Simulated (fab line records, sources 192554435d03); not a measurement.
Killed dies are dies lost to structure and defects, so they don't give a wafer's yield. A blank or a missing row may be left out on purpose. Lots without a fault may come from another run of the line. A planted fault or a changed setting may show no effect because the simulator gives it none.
Split-lot experiment | flow n5_finfet | 7 lots, 21 wafers read, on a route of 1938 steps

THE SPLIT
At N5_WELL_APT_COAT_19 (resist thk 950 nm), the setting spin_rpm was moved away from the recipe's 1357 rpm on 8 of the 21 wafers read, by -9.1% to +9.7%. The other wafers ran this setting at the recipe's value.

The reading is taken at the split's own step.

THE READING
coat_of_WELL_APT_COAT_19.thk_nm (the simulator's own value, which no gauge read), in nm, at N5_WELL_APT_COAT_19 (resist thk 950 nm). The file gives no usual value for it. The 13 wafers here that ran the recipe average 951.7 nm, standard deviation 1.6 nm.

wafer  | tool, chamber at the split | spin_rpm as run, rpm | against the recipe | coat_of_WELL_APT_COAT_19.thk_nm, nm | against lot-mates on the recipe
L074.2 | litho_track-03, 0          | 1357                 | recipe             | 954                                 | -
L074.3 | litho_track-03, 0          | 1488                 | +9.7%              | 908.3                               | -45.7
L074.4 | litho_track-03, 0          | 1488                 | +9.7%              | 910.6                               | -43.4
L075.2 | litho_track-03, 0          | 1357                 | recipe             | 949                                 | -
L075.3 | litho_track-03, 0          | 1234                 | -9.1%              | 998.4                               | +49.4
L075.6 | litho_track-03, 0          | 1234                 | -9.1%              | 996.4                               | +47.4
L077.1 | litho_track-04, 0          | 1468                 | +8.2%              | 918.8                               | no lot-mate on the recipe
L077.5 | litho_track-04, 0          | 1468                 | +8.2%              | 918.4                               | no lot-mate on the recipe
L077.6 | litho_track-04, 0          | 1468                 | +8.2%              | 922.5                               | no lot-mate on the recipe
L078.1 | litho_track-04, 0          | 1357                 | recipe             | 952.6                               | -
L078.3 | litho_track-04, 0          | 1357                 | recipe             | 951.3                               | -
L078.6 | litho_track-04, 0          | 1357                 | recipe             | 950.4                               | -
L088.2 | litho_track-05, 0          | 1357                 | recipe             | 952                                 | -
L088.4 | litho_track-05, 0          | 1357                 | recipe             | 950.7                               | -
L088.5 | litho_track-05, 0          | 1357                 | recipe             | 953.4                               | -
L095.1 | litho_track-05, 0          | 1239                 | -8.7%              | 995.6                               | +43.7
L095.3 | litho_track-05, 0          | 1357                 | recipe             | 953.6                               | -
L095.5 | litho_track-05, 0          | 1357                 | recipe             | 950.2                               | -
L096.1 | litho_track-05, 0          | 1357                 | recipe             | 950.3                               | -
L096.3 | litho_track-05, 0          | 1357                 | recipe             | 950.6                               | -
L096.5 | litho_track-05, 0          | 1357                 | recipe             | 954.1                               | -

THE FIT
A straight line over all 21 wafers: coat_of_WELL_APT_COAT_19.thk_nm changes by -4.52 nm for each +1% of spin_rpm; r = -0.99; the points scatter about the line by 2.8 nm.
The same after taking each lot's own level away (the mean of its wafers on the recipe; 18 wafers): -4.95 nm for each +1%; r = -1.00; scatter 1.9 nm.
On that fit, the largest move of spin_rpm shifts the reading by 48 nm.
The lots' own levels span 949.00 to 954.00 nm, that is 3.1 times the standard deviation above.
So the lot-to-lot level changes the slope little: the two slopes agree.
Check: with one of the wafers moved furthest among these (+9.7%) left out of the fit, the line predicts -47.6 nm for it against its lot-mates. It came out at -45.7 nm against them.

OTHER SPLITS ON THESE WAFERS
These wafers also went through other splits before the reading. Each is held against what the fit with the lots' levels taken away leaves over:
other split on the same wafers          | wafers away from the commonest value | r with coat_of_WELL_APT_COAT_19.thk_nm (lot level and that fit taken away)
N5_ZERO_LAYER_EXPOSE_08 dose_mj         | 11                                   | +0.41
N5_ZERO_LAYER_DEVELOP_10 develop_time_s | 5                                    | -0.02

THE FILE'S OWN FIT
coat_of_WELL_APT_COAT_19.thk_nm changes by -4.98 nm for each +1% of spin_rpm, r = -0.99.
